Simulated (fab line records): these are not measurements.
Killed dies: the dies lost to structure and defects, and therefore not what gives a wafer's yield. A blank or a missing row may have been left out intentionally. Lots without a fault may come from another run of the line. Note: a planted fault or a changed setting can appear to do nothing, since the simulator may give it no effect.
What tool caused it? -- flow n5-finfet -- Sampling: 11 lots, 32 wafers, 5 of 1938 route steps

## WHAT THE GAUGES SHOWED, per wafer
N5_BEOL_M4_RC_MEAS_101.
lot,measured,on,DIBL_N (mV/V),DIBL_P (mV/V),IOFF_N (nA/um),IOFF_P (nA/um),ION_N (uA/um),ION_P (uA/um),SS_N (mV/dec),SS_P (mV/dec),VT_N (mV),VT_P (mV)
L710,day 8 07:58,prober-01,38.6 38.9 37.4,38.4 38.0 36.7,0.186 0.179 0.161,0.248 0.249 0.224,673 676 667,464 461 457,71.8 73.0 72.1,74.6 73.8 73.5,246.8 248.2 249.3,-245 -247 -250
L713,day 9 03:06,prober-02,36.7 33.9 36.0,37.2 33.7 36.6,0.156 0.113 0.146,0.219 0.172 0.215,668 652 662,460 455 462,71.6 70.8 71.3,73.6 71.9 73.3,251.8 258.3 250.5,-251 -254 -251
L715,day 9 22:04,prober-02,34.3 36.0 35.6,33.5 35.1 34.9,0.120 0.144 0.146,0.195 0.229 0.223,661 673 669,468 470 466,71.3 71.5 71.7,72.6 73.6 73.7,255.7 250.6 251.3,-250 -248 -248
L717,day 9 22:13,prober-01,35.6 34.5 36.8,37.4 36.0 39.1,0.153 0.135 0.185,0.196 0.181 0.229,662 667 685,455 455 465,70.7 71.2 72.3,72.7 72.0 73.3,250.1 251.2 245.4,-252 -253 -249
L716,day 10 03:40,prober-02,34.9 36.1 35.3,36.3 37.6 36.3,0.130 0.150 0.134,0.186 0.212 0.204,673 668 673,461 463 467,71.5 71.2 71.8,73.1 73.0 73.3,254.1 250.0 253.3,-253 -251 -251
L723,day 12 04:41,prober-02,35.8 38.1 36.9,35.7 38.4 37.2,0.143 0.181 0.156,0.210 0.239 0.218,666 682 677,454 467 468,70.9 72.3 71.6,72.8 73.7 73.5,251.7 250.4 250.8,-252 -250 -250
L725,day 12 01:34,prober-01,35.1 36.4 36.7,35.4 36.6 36.7,0.147 0.162 0.179,0.227 0.255 0.257,675 664 673,465 462 465,71.9 71.5 72.6,73.4 74.4 73.9,252.7 251.6 250.0,-247 -245 -244
L726,day 12 12:50,prober-02,34.2 34.9,34.1 35.8,0.130 0.148,0.173 0.189,667 682,460 460,71.3 70.9,73.0 73.8,253.5 249.9,-253 -252
L727,day 12 07:14,prober-02,36.3 37.0 35.8,35.7 35.8 34.3,0.150 0.161 0.135,0.215 0.217 0.189,659 677 669,459 465 465,71.2 71.5 71.2,73.9 73.6 72.8,250.0 248.7 250.4,-248 -251 -252
L730,day 13 08:04,prober-02,35.3 34.6 34.8,34.7 34.2 34.0,0.139 0.141 0.134,0.193 0.188 0.191,673 679 679,460 464 464,71.3 70.8 71.5,73.2 74.3 73.3,253.2 253.1 251.2,-250 -254 -251
L729,day 13 09:07,prober-02,36.7 36.4 37.6,37.1 36.2 37.5,0.156 0.150 0.176,0.239 0.224 0.252,683 676 693,472 470 475,70.9 71.2 71.9,73.3 72.1 73.3,252.4 250.8 249.7,-248 -249 -246

## WHAT TOOL EACH LOT RAN ON (gives the tool, then ch and the chambers of the sampled wafers, and finally the start)
lot,N5_BEOL_M1_SPUTTER_86,N5_BEOL_M1_ANNEAL_89,N5_BEOL_M1_SPUTTER_92,N5_BEOL_M1_ANNEAL_95
L710,"pvd-sputter-03, day 6 18:39","pvd-sputter-03, day 6 18:57","pvd-sputter-03, day 6 19:19","pvd-sputter-03, day 6 19:37"
L713,"pvd-sputter-02, day 7 17:31","pvd-sputter-02, day 7 17:49","pvd-sputter-02, day 7 18:11","pvd-sputter-02, day 7 18:29"
L715,"pvd-sputter-02, day 8 10:46","pvd-sputter-02, day 8 11:04","pvd-sputter-02, day 8 11:25","pvd-sputter-02, day 8 11:43"
L717,"pvd-sputter-01, day 8 15:53","pvd-sputter-01, day 8 16:11","pvd-sputter-01, day 8 16:32","pvd-sputter-01, day 8 16:50"
L716,"pvd-sputter-02, day 8 15:56","pvd-sputter-02, day 8 16:14","pvd-sputter-02, day 8 16:36","pvd-sputter-02, day 8 16:54"
L723,"pvd-sputter-01, day 10 04:15","pvd-sputter-01, day 10 04:33","pvd-sputter-01, day 10 04:55","pvd-sputter-01, day 10 05:13"
L725,"pvd-sputter-02, day 10 10:49","pvd-sputter-02, day 10 11:07","pvd-sputter-02, day 10 11:29","pvd-sputter-02, day 10 11:47"
L726,"pvd-sputter-03, day 10 22:07","pvd-sputter-03, day 10 22:25","pvd-sputter-03, day 10 22:46","pvd-sputter-03, day 10 23:04"
L727,"pvd-sputter-01, day 10 22:19","pvd-sputter-01, day 10 22:37","pvd-sputter-01, day 10 22:58","pvd-sputter-01, day 10 23:16"
L730,"pvd-sputter-01, day 11 19:13","pvd-sputter-01, day 11 19:31","pvd-sputter-01, day 11 19:52","pvd-sputter-01, day 11 20:10"
L729,"pvd-sputter-02, day 11 20:29","pvd-sputter-02, day 11 20:47","pvd-sputter-02, day 11 21:09","pvd-sputter-02, day 11 21:27"
- N5_BEOL_M1_SPUTTER_86: material Cu, target thk 4.5 nm, time 8.29 s.
- N5_BEOL_M1_ANNEAL_89: time 240 s.
- N5_BEOL_M1_SPUTTER_92: material Cu, target thk 4.5 nm, time 8.29 s.
- N5_BEOL_M1_ANNEAL_95: time 240 s.

## AS READ BY THE TOOLS THEMSELVES (means over the sampled wafers that have a number; for cases with no such wafer, the mark the record gives instead)
N5_BEOL_M1_SPUTTER_86.
lot,tool,chamber-pressure-pa (Pa),chuck-gas-flow-sccm (sccm),substrate-temp-c (C),throttle-valve-pct (%)
L710,pvd-sputter-03,0.07,1.21,-19.87,30.1
L713,pvd-sputter-02,0.07,1.25,-20.03,30.6
L715,pvd-sputter-02,0.07,1.26,-19.99,31.0
L717,pvd-sputter-01,0.07,1.27,-20.02,30.4
L716,pvd-sputter-02,0.07,1.30,-19.80,30.2
L723,pvd-sputter-01,0.07,1.24,-20.01,29.9
L725,pvd-sputter-02,0.07,1.25,-20.02,30.4
L726,pvd-sputter-03,0.07,1.21,-20.05,30.1
L727,pvd-sputter-01,0.07,1.28,-19.96,29.7
L730,pvd-sputter-01,0.07,1.25,-20.08,30.6
L729,pvd-sputter-02,0.07,1.26,-19.99,30.3

N5_BEOL_M1_ANNEAL_89.
lot,tool,heater-power-w (W)
L710,pvd-sputter-03,775
L713,pvd-sputter-02,804
L715,pvd-sputter-02,794
L717,pvd-sputter-01,854
L716,pvd-sputter-02,797
L723,pvd-sputter-01,871
L725,pvd-sputter-02,801
L726,pvd-sputter-03,796
L727,pvd-sputter-01,867
L730,pvd-sputter-01,893
L729,pvd-sputter-02,745

N5_BEOL_M1_SPUTTER_92.
lot,tool,chamber-pressure-pa (Pa),chuck-gas-flow-sccm (sccm),substrate-temp-c (C),throttle-valve-pct (%)
L710,pvd-sputter-03,0.07,1.29,-19.92,30.2
L713,pvd-sputter-02,0.07,1.26,-20.01,30.7
L715,pvd-sputter-02,0.07,1.33,-20.10,31.1
L717,pvd-sputter-01,-,-,-,-
L716,pvd-sputter-02,-,-,-,-
L723,pvd-sputter-01,0.07,1.28,-20.01,30.0
L725,pvd-sputter-02,0.07,1.21,-20.03,30.4
L726,pvd-sputter-03,0.07,1.25,-20.11,30.3
L727,pvd-sputter-01,0.07,1.28,-20.02,29.7
L730,pvd-sputter-01,0.07,1.19,-20.02,30.6
L729,pvd-sputter-02,0.07,1.25,-19.95,30.3

N5_BEOL_M1_ANNEAL_95.
lot,tool,heater-power-w (W)
L710,pvd-sputter-03,775
L713,pvd-sputter-02,804
L715,pvd-sputter-02,802
L717,pvd-sputter-01,843
L716,pvd-sputter-02,802
L723,pvd-sputter-01,861
L725,pvd-sputter-02,794
L726,pvd-sputter-03,805
L727,pvd-sputter-01,871
L730,pvd-sputter-01,897
L729,pvd-sputter-02,746

## THE ANSWER, worked out from the rows above alone
Rule: what is usual is taken from the lots themselves. The widest of any qualifying gaps counts: lots, ordered by their means at a reading, are off when they make up no more than a third of the lots, leave a main group of 4 or more, and stand apart from it by 3 or more times the standard deviation of that group's means. The tables above print the reading to a certain number of digits; a main group whose means all agree to those digits is not used. A lot without any number at a reading at which 4 lots or more have one is off too. All remaining lots with rows at the step are treated as sound. First the gauges in route order, then the tools' own readings, where a lot's mean is used as printed above. At the first step where some lot is off, the reading lying furthest off is the one used; lots without a number count as furthest.
Off: L717, L716, at N5_BEOL_M1_SPUTTER_92 (chamber-pressure-pa). Without a number there: L717, L716. Main group: mean 0.07 Pa, sd 0.
If a tool, at that step or one of the process steps before it, ran each lot that is off and ran no sound lot following the first of them, it fits. None of those tried fits.

## WHAT THE SIMULATOR HAD INSERTED
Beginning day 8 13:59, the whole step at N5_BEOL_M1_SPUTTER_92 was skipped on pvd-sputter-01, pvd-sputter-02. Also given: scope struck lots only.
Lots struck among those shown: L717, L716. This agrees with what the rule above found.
